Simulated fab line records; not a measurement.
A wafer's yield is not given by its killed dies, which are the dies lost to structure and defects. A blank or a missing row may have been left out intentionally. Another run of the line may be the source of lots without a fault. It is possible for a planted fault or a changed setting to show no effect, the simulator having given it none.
Matching of chambers + flow n5_finfet + 4 sister chambers for N5_GATE_CUT_CMP_02 on cmp-03
The step polishes, stops on SiO2, t overpolish 12.7 s, target thk 0 nm. 20 wafers are shown with their chamber, then 10 later ones without.

WAFERS, EACH WITH ITS CHAMBER
| wafer  | chamber | motor_current_A (A) | time_to_endpoint_s (s) | head_pressure_psi (psi) |
|--------|---------|---------------------|------------------------|-------------------------|
| L076.1 | 3       | 9.4                 | 29.0                   | 2.496                   |
| L076.2 | 0       | 8.3                 | 24.5                   | 2.499                   |
| L076.4 | 1       | 8.0                 | 30.7                   | 2.498                   |
| L079.2 | 0       | 8.2                 | 23.0                   | 2.498                   |
| L079.3 | 3       | 9.6                 | 28.1                   | 2.513                   |
| L079.4 | 1       | 7.9                 | 27.3                   | 2.501                   |
| L082.1 | 0       | 8.4                 | 23.0                   | 2.496                   |
| L082.2 | 1       | 7.4                 | 26.2                   | 2.502                   |
| L082.6 | 0       | 8.1                 | 20.7                   | 2.502                   |
| L085.1 | 1       | 7.6                 | 31.1                   | 2.491                   |
| L085.4 | 3       | 9.6                 | 27.1                   | 2.489                   |
| L085.5 | 1       | 7.9                 | 28.8                   | 2.501                   |
| L087.1 | 1       | 8.0                 | 27.6                   | 2.501                   |
| L087.2 | 3       | 9.6                 | 27.6                   | 2.500                   |
| L087.3 | 0       | 7.8                 | 25.6                   | 2.498                   |
| L088.1 | 1       | 8.1                 | 28.1                   | 2.496                   |
| L088.3 | 3       | 9.6                 | 22.0                   | 2.501                   |
| L088.4 | 2       | 8.6                 | 23.1                   | 2.503                   |
| L089.4 | 2       | 8.4                 | 21.4                   | 2.504                   |
| L089.5 | 0       | 8.6                 | 26.0                   | 2.505                   |

SIGNATURES (averages over the wafers above)
| reading            | chamber 0 | chamber 1 | chamber 2 | chamber 3 | scatter within a chamber |
|--------------------|-----------|-----------|-----------|-----------|--------------------------|
| motor_current_A    | 8.233     | 7.843     | 8.500     | 9.560     | 0.224                    |
| time_to_endpoint_s | 23.800    | 28.543    | 22.250    | 26.760    | 2.1                      |
| head_pressure_psi  | 2.49967   | 2.49857   | 2.50350   | 2.49980   | 0.00533                  |
Rule: for each reading, subtract the chamber's mean from the wafer's reading, divide by that reading's scatter and square the result; add these up over the readings and take the root, which gives the wafer's distance from the chamber. The wafer belongs to the nearest chamber; if the next one is less than 2 further off, it can't be placed. How the scatter is found: for the shown wafers, subtract from each reading the mean of its chamber, square and add these, divide the total by (wafers less chambers), then take the root.

WAFERS MISSING THEIR CHAMBER
| wafer  | motor_current_A (A) | time_to_endpoint_s (s) | head_pressure_psi (psi) |
|--------|---------------------|------------------------|-------------------------|
| L089.6 | 8.1                 | 26.5                   | 2.500                   |
| L090.1 | 7.8                 | 20.8                   | 2.510                   |
| L090.2 | 7.6                 | 27.5                   | 2.500                   |
| L090.3 | 9.7                 | 26.6                   | 2.495                   |
| L094.2 | 9.9                 | 24.7                   | 2.490                   |
| L094.3 | 8.4                 | 24.6                   | 2.503                   |
| L094.6 | 8.2                 | 22.4                   | 2.498                   |
| L097.2 | 8.1                 | 23.2                   | 2.501                   |
| L097.3 | 8.4                 | 25.3                   | 2.488                   |
| L097.5 | 9.3                 | 26.0                   | 2.494                   |

CHAMBER TAKEN BY EACH
| wafer  | from the rows above          | in truth |
|--------|------------------------------|----------|
| L089.6 | can't be placed: 0 or 1 or 2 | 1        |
| L090.1 | can't be placed: 0 or 2 or 1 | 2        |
| L090.2 | 1                            | 1        |
| L090.3 | 3                            | 3        |
| L094.2 | 3                            | 3        |
| L094.3 | can't be placed: 0 or 2      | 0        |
| L094.6 | can't be placed: 0 or 2      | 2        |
| L097.2 | can't be placed: 0 or 2      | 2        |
| L097.3 | can't be placed: 0 or 2 or 1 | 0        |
| L097.5 | 3                            | 3        |
4 of 10 placed correctly. Unplaceable from these rows: 6, with the true chamber sitting among the candidates in 6. Number placed wrongly: 0.
